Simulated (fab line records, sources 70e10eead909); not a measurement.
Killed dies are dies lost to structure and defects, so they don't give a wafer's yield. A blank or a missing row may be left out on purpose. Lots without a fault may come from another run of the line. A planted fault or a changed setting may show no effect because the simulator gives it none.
Chamber matching | flow nand_harc | NHARC_A_STAIRCASE_TRIM_229 on rie_diel-07: 4 sister chambers
The step chemistry O2, time 211.2 s. 14 wafers are shown with their chamber, then 7 later ones without.

WAFERS WITH THEIR CHAMBER
wafer  | chamber | showerhead_plenum_p_Torr (Torr) | oes_product_au (a.u.) | throttle_valve_pct (%)
L390.1 | 3       | 3.33                            | 0.998                 | 17.049
L390.3 | 1       | 3.58                            | 0.996                 | 17.038
L390.6 | 3       | 3.33                            | 0.995                 | 17.040
L393.1 | 2       | 3.56                            | 1.013                 | 17.046
L393.5 | 3       | 3.32                            | 1.001                 | 17.032
L393.6 | 2       | 3.56                            | 1.003                 | 17.038
L398.1 | 0       | 3.79                            | 0.993                 | 17.045
L398.5 | 0       | 3.79                            | 0.995                 | 17.049
L398.6 | 1       | 3.57                            | 0.990                 | 17.032
L406.2 | 0       | 3.78                            | 0.999                 | 17.026
L406.3 | 3       | 3.31                            | 1.005                 | 17.057
L406.6 | 0       | 3.78                            | 1.008                 | 17.031
L407.3 | 1       | 3.56                            | 0.993                 | 17.032
L407.5 | 1       | 3.56                            | 0.991                 | 17.037

SIGNATURES (means of the wafers above)
reading                  | chamber 0 | chamber 1 | chamber 2 | chamber 3 | scatter within a chamber
showerhead_plenum_p_Torr | 3.7850    | 3.5675    | 3.5600    | 3.3225    | 0.00806
oes_product_au           | 0.99875   | 0.99250   | 1.00800   | 0.99975   | 0.00508
throttle_valve_pct       | 17.03775  | 17.03475  | 17.04200  | 17.04450  | 0.00882
Rule: a wafer's distance from a chamber is the root of the sum, over the readings, of the square of ((its reading less the chamber's mean) divided by the reading's scatter). The wafer belongs to the nearest chamber; if the next one is less than 2 further off, it can't be placed. The scatter: the root of (the sum of the squares of (reading less its chamber's mean) over the shown wafers, divided by (wafers less chambers)).

WAFERS WITHOUT THEIR CHAMBER
wafer  | showerhead_plenum_p_Torr (Torr) | oes_product_au (a.u.) | throttle_valve_pct (%)
L407.6 | 3.54                            | 0.996                 | 17.024
L408.2 | 3.31                            | 0.993                 | 17.042
L408.3 | 3.56                            | 0.987                 | 17.057
L408.5 | 3.31                            | 0.998                 | 17.041
L409.1 | 3.54                            | 1.003                 | 17.030
L409.2 | 3.78                            | 1.001                 | 17.046
L409.4 | 3.56                            | 0.991                 | 17.035

WHICH CHAMBER EACH WENT THROUGH
wafer  | from the rows above     | in truth
L407.6 | can't be placed: 1 or 2 | 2
L408.2 | 3                       | 3
L408.3 | can't be placed: 1 or 2 | 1
L408.5 | 3                       | 3
L409.1 | can't be placed: 2 or 1 | 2
L409.2 | 0                       | 0
L409.4 | 1                       | 1
Placed correctly: 4 of 7. Can't be placed from these rows: 3 (the true chamber is among the candidates in 3). Placed wrongly: 0.
